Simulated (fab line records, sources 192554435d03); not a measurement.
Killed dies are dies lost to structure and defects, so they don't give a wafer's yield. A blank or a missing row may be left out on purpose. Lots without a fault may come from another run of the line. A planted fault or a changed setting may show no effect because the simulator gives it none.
Problem report in the 8D (eight disciplines) form, filled by code | flow n5_finfet | the parts of the form that need people (team, actions taken, sign-off) are left out
Where a reading is given only as a bound, like >300, the bound stands for it, and a mean or a difference that rests on one is marked > or <: the true number lies beyond.

1. THE PROBLEM
raw_defect_count at N5_MIM_TOP_LITHO_INSPECT_12 reads a mean of >300 on 5 wafers of 2 lots; wafers without a fault read 2.3 with a standard deviation of 1.6. That is +99 or more standard deviations from the usual mean.
The step: inspects for defects (macro).
First seen on wafer L686.5, day 15 16:57, on defect_inspect-02. The record holds 29 wafers of 12 lots with a number at this step. Rule for "out", or "out of limits": more than 4 standard deviations from the usual mean. The other wafers with a number count as sound.

2. WHAT IT IS AND WHAT IT IS NOT
question                    | is                     | is not
which readings at this step | raw_defect_count       | -
which lots                  | L686, L690             | L672, L673, L674, L675, L676, L677, L679, L683, L691, L695
which wafers of those lots  | all that have a number | -
read on which gauges        | defect_inspect-02      | defect_inspect-01
when                        | from day 15 16:57      | up to then (20 sound wafers); but 4 sound wafers of L691, L695 came after

3. SUSPECTS, AND WHAT RULES EACH OUT
Counting: a tool at a process step up to the reading stays a suspect if it ran every lot that is out and no sound lot after the first of them.
- the gauge at N5_MIM_TOP_LITHO_INSPECT_12: ruled out. All the wafers that are out were read on defect_inspect-02, but those of them that N5_PASSIVATION_PROBE_49 has rows for are out there too, on other tools.
- ald_hk-03 at N5_MIM_TOP_ALD_00 (deposits Al2O3, purge time 3 s, co reactant pulse time 3 s): kept. It ran every lot that is out, first L686 (day 15 15:25), and no sound lot after that; its last sound lot up to then is L677 (day 12 08:28).
Left after counting: ald_hk-03 at N5_MIM_TOP_ALD_00.

4. THE CAUSE (what the simulator had put in)
Chamber particle source: ald_hk-03, from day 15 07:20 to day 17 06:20, at N5_MIM_TOP_ALD_00. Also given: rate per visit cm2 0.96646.
Counting left only this tool.

5. THE CHAIN OF EFFECTS, in route order
Each row: a reading whose mean over the struck wafers that have a number lies more than 3 standard deviations from the usual. Only readings for which the record gives a usual standard deviation are gone through. hours: the time from each lot's start at the first step in this table that gives one to its start at this step, as a median over the lots. sigmas: the change in usual standard deviations.
hours | step                        | reading              | usual  | on struck wafers | change | sigmas
0     | N5_MIM_TOP_LITHO_INSPECT_12 | raw_defect_count     | 2.3    | >300             | >+298  | +99 or more
11    | N5_PASSIVATION_PROBE_49     | defect_limited_yield | 91.3 % | 82.1             | -9.2   | -6.1
11    | N5_PASSIVATION_PROBE_49     | killed_at_other      | 5      | 107              | +102   | +28
11    | N5_PASSIVATION_PROBE_49     | killed_dies          | 103    | 211              | +108   | +6.0
11    | N5_PASSIVATION_PROBE_49     | sort_bin_5_function  | 5.1 %  | 11.1             | +6.0   | +6.3
11    | N5_PASSIVATION_PROBE_49     | sort_n_pass          | 1077   | 969              | -108   | -6.0
11    | N5_PASSIVATION_PROBE_49     | sort_yield_pct       | 91.3 % | 82.1             | -9.2   | -6.1
The process steps in it:
- N5_PASSIVATION_PROBE_49

6. WHAT WOULD HAVE CAUGHT IT SOONER
In this record the first reading out of limits at a measuring or inspecting step was taken at day 15 16:57, 10 hours after the fault began at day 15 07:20.
Of the tool readings at N5_MIM_TOP_ALD_00 for which the record gives a usual standard deviation, none was out on any struck wafer, so an alarm limit of 4 standard deviations on them would not have fired.
Of the lots that are out (2), L690 began N5_MIM_TOP_ALD_00 on ald_hk-03 after day 15 16:57. A hold on the tool at that time would have spared it.
